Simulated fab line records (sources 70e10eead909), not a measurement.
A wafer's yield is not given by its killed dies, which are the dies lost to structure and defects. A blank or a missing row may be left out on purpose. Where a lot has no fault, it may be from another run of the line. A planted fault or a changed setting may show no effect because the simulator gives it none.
Matching of chambers / flow nandHarc / 4 sister chambers for NHARC_A_CHANNEL_FILL_D2_ALD_02 on aldHk-02
The step deposits SiO2, target thk 6 nm, pulse time 10 s, ald cycles 60. 8 wafers are shown with their chamber, then 11 later ones without.

## WAFERS, EACH WITH ITS CHAMBER
wafer=L081.3; chamber=1; heaterPowerW (W)=526; precursorPulseHeightRel=0.981
wafer=L081.6; chamber=0; heaterPowerW (W)=456; precursorPulseHeightRel=0.967
wafer=L086.3; chamber=1; heaterPowerW (W)=509; precursorPulseHeightRel=0.975
wafer=L086.6; chamber=2; heaterPowerW (W)=475; precursorPulseHeightRel=1.003
wafer=L088.4; chamber=3; heaterPowerW (W)=418; precursorPulseHeightRel=0.982
wafer=L088.5; chamber=0; heaterPowerW (W)=454; precursorPulseHeightRel=0.997
wafer=L088.6; chamber=3; heaterPowerW (W)=415; precursorPulseHeightRel=0.988
wafer=L088.1; chamber=2; heaterPowerW (W)=460; precursorPulseHeightRel=0.971

## WAFERS WITHOUT THEIR CHAMBER
wafer=L088.2; heaterPowerW (W)=528; precursorPulseHeightRel=1.021
wafer=L088.3; heaterPowerW (W)=447; precursorPulseHeightRel=0.986
wafer=L089.1; heaterPowerW (W)=472; precursorPulseHeightRel=1.016
wafer=L089.3; heaterPowerW (W)=423; precursorPulseHeightRel=1.017
wafer=L089.6; heaterPowerW (W)=480; precursorPulseHeightRel=0.996
wafer=L094.1; heaterPowerW (W)=459; precursorPulseHeightRel=1.003
wafer=L094.2; heaterPowerW (W)=448; precursorPulseHeightRel=1.002
wafer=L094.4; heaterPowerW (W)=506; precursorPulseHeightRel=1.000
wafer=L095.2; heaterPowerW (W)=473; precursorPulseHeightRel=1.030
wafer=L095.3; heaterPowerW (W)=525; precursorPulseHeightRel=0.976
wafer=L095.6; heaterPowerW (W)=424; precursorPulseHeightRel=0.972

## THE CHAMBER EACH PASSED THROUGH
wafer=L088.2; from the rows above=1; in truth=1
wafer=L088.3; from the rows above=can't be placed: 0 or 2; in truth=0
wafer=L089.1; from the rows above=can't be placed: 2 or 0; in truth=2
wafer=L089.3; from the rows above=3; in truth=3
wafer=L089.6; from the rows above=can't be placed: 2 or 0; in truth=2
wafer=L094.1; from the rows above=can't be placed: 0 or 2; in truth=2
wafer=L094.2; from the rows above=can't be placed: 0 or 2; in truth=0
wafer=L094.4; from the rows above=1; in truth=1
wafer=L095.2; from the rows above=can't be placed: 2 or 0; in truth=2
wafer=L095.3; from the rows above=1; in truth=1
wafer=L095.6; from the rows above=3; in truth=3
5 of 11 placed correctly. These rows do not allow placing 6 (true chamber among the candidates in 6). Wrongly placed: 0.
How it was worked out, from the rows above alone: a wafer's distance from a chamber is the root of the sum, over the readings, of the square of ((its reading less the chamber's mean) divided by the reading's scatter). If the next closest chamber is less than 2 further off than the closest, the wafer can't be placed; otherwise it belongs to the closest. Each chamber's mean is taken over the wafers shown for it. The scatter is the square root of a quotient: the sum, over the shown wafers, of each reading's squared deviation from its chamber's mean, divided by wafers minus chambers.
